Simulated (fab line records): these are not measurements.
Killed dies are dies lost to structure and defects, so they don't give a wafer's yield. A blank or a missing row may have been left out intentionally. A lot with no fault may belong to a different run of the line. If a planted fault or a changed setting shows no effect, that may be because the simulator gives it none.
Chamber matching | flow n5-finfet | N5_BEOL_M11_STRIP_36 on rie-diel-02 has 4 sister chambers
The step strips in N2/H2. 4 wafers are shown with their chamber, then 9 later ones without.

== WAFERS, EACH WITH ITS CHAMBER ==
wafer  | chamber | drypump-motor-current-A (A)
L083.4 | 2       | 6.1
L083.5 | 1       | 4.9
L090.4 | 3       | 5.6
L090.6 | 0       | 5.3

== WAFERS WITHOUT THEIR CHAMBER ==
wafer  | drypump-motor-current-A (A)
L093.3 | 5.3
L093.4 | 6.1
L093.5 | 5.7
L094.1 | 5.6
L094.4 | 6.1
L094.6 | 5.6
L097.3 | 5.3
L097.4 | 6.0
L097.6 | 4.9

== CHAMBER TAKEN BY EACH ==
wafer  | from the rows above | in truth
L093.3 | 0                   | 0
L093.4 | 2                   | 2
L093.5 | 3                   | 3
L094.1 | 3                   | 3
L094.4 | 2                   | 2
L094.6 | 3                   | 3
L097.3 | 0                   | 0
L097.4 | 2                   | 2
L097.6 | 1                   | 1
Correctly placed: 9 of 9. Left unplaced by these rows: 0. Wrongly placed: 0.
How it was worked out, from the rows above alone: a wafer's distance from a chamber is the root of the sum, over the readings, of the square of ((its reading less the chamber's mean) divided by the reading's scatter). If the next closest chamber is less than 2 further off than the closest, the wafer can't be placed; otherwise it belongs to the closest. For every chamber, the mean is computed from those of its wafers that are shown. The scatter (one wafer shown for each chamber): square how far every hidden wafer sits from the nearest shown wafer, average those squares and take the square root.
